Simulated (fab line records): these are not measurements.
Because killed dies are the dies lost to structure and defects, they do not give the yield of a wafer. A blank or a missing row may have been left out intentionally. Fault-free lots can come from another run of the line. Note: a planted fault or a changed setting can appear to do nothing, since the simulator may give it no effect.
Matching of chambers + flow nandHarc + NHARC_P_BONDPAD_ACTIVATE_29 on rieDiel-10 has 4 sister chambers
The step chemistry N2, time 60 s. 16 wafers are shown with their chamber, then 8 later ones without.

== WAFERS WITH THEIR CHAMBER ==
| wafer  | chamber | rfVppV (V) | oesProductAu (a.u.) |
|--------|---------|------------|---------------------|
| L614.3 | 0       | 64.3       | 0.995               |
| L614.4 | 1       | 62.9       | 1.000               |
| L614.6 | 1       | 64.0       | 1.001               |
| L616.1 | 2       | 63.9       | 0.998               |
| L616.4 | 3       | 64.6       | 0.997               |
| L616.6 | 0       | 64.2       | 1.001               |
| L619.1 | 1       | 66.2       | 1.001               |
| L619.4 | 2       | 64.4       | 1.007               |
| L619.5 | 3       | 63.7       | 1.005               |
| L626.2 | 1       | 65.7       | 1.008               |
| L626.4 | 2       | 62.6       | 1.001               |
| L626.6 | 3       | 65.0       | 1.010               |
| L630.2 | 0       | 64.7       | 1.005               |
| L630.3 | 2       | 63.5       | 0.993               |
| L630.4 | 3       | 62.9       | 1.000               |
| L632.1 | 2       | 63.5       | 0.993               |

SIGNATURES, as means of the wafers listed above
| reading      | chamber 0 | chamber 1 | chamber 2 | chamber 3 | scatter within a chamber |
|--------------|-----------|-----------|-----------|-----------|--------------------------|
| rfVppV       | 64.400    | 64.700    | 63.580    | 64.050    | 0.98                     |
| oesProductAu | 1.00033   | 1.00250   | 0.99840   | 1.00300   | 0.00524                  |
Rule: for a wafer and a chamber, the distance is found by dividing, reading by reading, the gap between the wafer's reading and the chamber's mean by the reading's scatter, squaring, summing and taking the root. The wafer belongs to the nearest chamber; if the next one is less than 2 further off, it can't be placed. How the scatter is found: for the shown wafers, subtract from each reading the mean of its chamber, square and add these, divide the total by (wafers less chambers), then take the root.

== WAFERS WITH NO CHAMBER GIVEN ==
| wafer  | rfVppV (V) | oesProductAu (a.u.) |
|--------|------------|---------------------|
| L632.3 | 65.0       | 1.006               |
| L632.6 | 64.5       | 1.010               |
| L634.1 | 64.2       | 0.996               |
| L634.2 | 64.4       | 0.981               |
| L634.4 | 63.7       | 1.001               |
| L637.1 | 64.9       | 1.009               |
| L637.4 | 64.4       | 1.004               |
| L637.5 | 64.1       | 0.997               |

== WHICH CHAMBER EACH ONE RAN IN ==
| wafer  | from the rows above               | in truth |
|--------|-----------------------------------|----------|
| L632.3 | can't be placed: 1 or 3 or 0 or 2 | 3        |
| L632.6 | can't be placed: 3 or 1 or 0 or 2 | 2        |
| L634.1 | can't be placed: 2 or 0 or 1 or 3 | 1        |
| L634.2 | can't be placed: 2 or 0 or 1 or 3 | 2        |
| L634.4 | can't be placed: 2 or 3 or 0 or 1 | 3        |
| L637.1 | can't be placed: 1 or 3 or 0 or 2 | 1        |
| L637.4 | can't be placed: 3 or 1 or 0 or 2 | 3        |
| L637.5 | can't be placed: 2 or 0 or 3 or 1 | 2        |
Correctly placed: 0 of 8. Cannot be placed on the basis of these rows: 8; the candidates contain the true chamber in 8. Wrongly placed: 0.
